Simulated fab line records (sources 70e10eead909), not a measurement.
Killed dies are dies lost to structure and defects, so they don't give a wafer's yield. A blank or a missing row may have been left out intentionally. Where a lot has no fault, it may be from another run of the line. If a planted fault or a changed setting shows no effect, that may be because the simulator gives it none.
Comparing a struck lot with a sound one | flow nand-harc | 13 steps out of a route of 1159
Sound: wafers L245.2, L245.5, L245.6. Struck: wafers L244.1, L244.2, L244.4. The cause comes at the end.
Per side, at each step with rows, come the tool, then ch with its chambers, and then its first start. Under that, the readings that differ: sound wafers | struck wafers | difference of the means | sigmas: that difference in standard deviations of wafers without a fault.
alike: words and numbers the same on both sides, and readings whose means are apart by under 2 such deviations; not compared: readings that were withheld, readings missing a value for some wafer, numbers with overlapping values and no deviation given by the record, and bounds like >300 which may hide the same value.
Wherever a step has rows on one side only, a row that says differs or no value, or a row with sigmas, the two part there. Numbers that don't overlap but have no deviation are shown without sigmas and don't part them. Lack of a reading on every wafer of one side parts them only where that side has two or more wafers.

first, 12 steps without rows for these wafers: NHARC_P_STI_PRECLEAN_27 (cleans in SC1); NHARC_P_STI_SRD_28; NHARC_P_STI_OXIDE_29 (material SiO2, target thk 10 nm, ox time 1362 s); NHARC_P_STI_HM_DEP_30 (deposits Si3N4, target thk 80 nm, time 873 s); NHARC_P_STI_DEHYDRATE_01 (time 120 s); NHARC_P_STI_HMDS_02 (time 30 s); NHARC_P_STI_COAT_41 (time 65 s); NHARC_P_STI_COAT_03 (resist thk 600 nm); NHARC_P_STI_SOFTBAKE_04 (time 70 s); NHARC_P_STI_EBR_05; NHARC_P_STI_EXPOSE_06 (exposes mask P STI, target cd 200 nm); NHARC_P_STI_PEB_07 (peb time 80 s).
NHARC_P_STI_DEVELOP_08: time 50 s.
  struck on litho-track-05, day 5 16:00; sound on litho-track-03 ch 0, day 6 00:00
  no value came back on the struck wafers for chill-plate-temp-C (C), developer-temp-C (C), resist-line-temp-C (C); on the sound wafers chill-plate-temp-C (C) reads 22.89 23.03 22.88

## WHERE THEY PART
Only at NHARC_P_STI_DEVELOP_08, within this record.

WHY: whatever the simulator had introduced
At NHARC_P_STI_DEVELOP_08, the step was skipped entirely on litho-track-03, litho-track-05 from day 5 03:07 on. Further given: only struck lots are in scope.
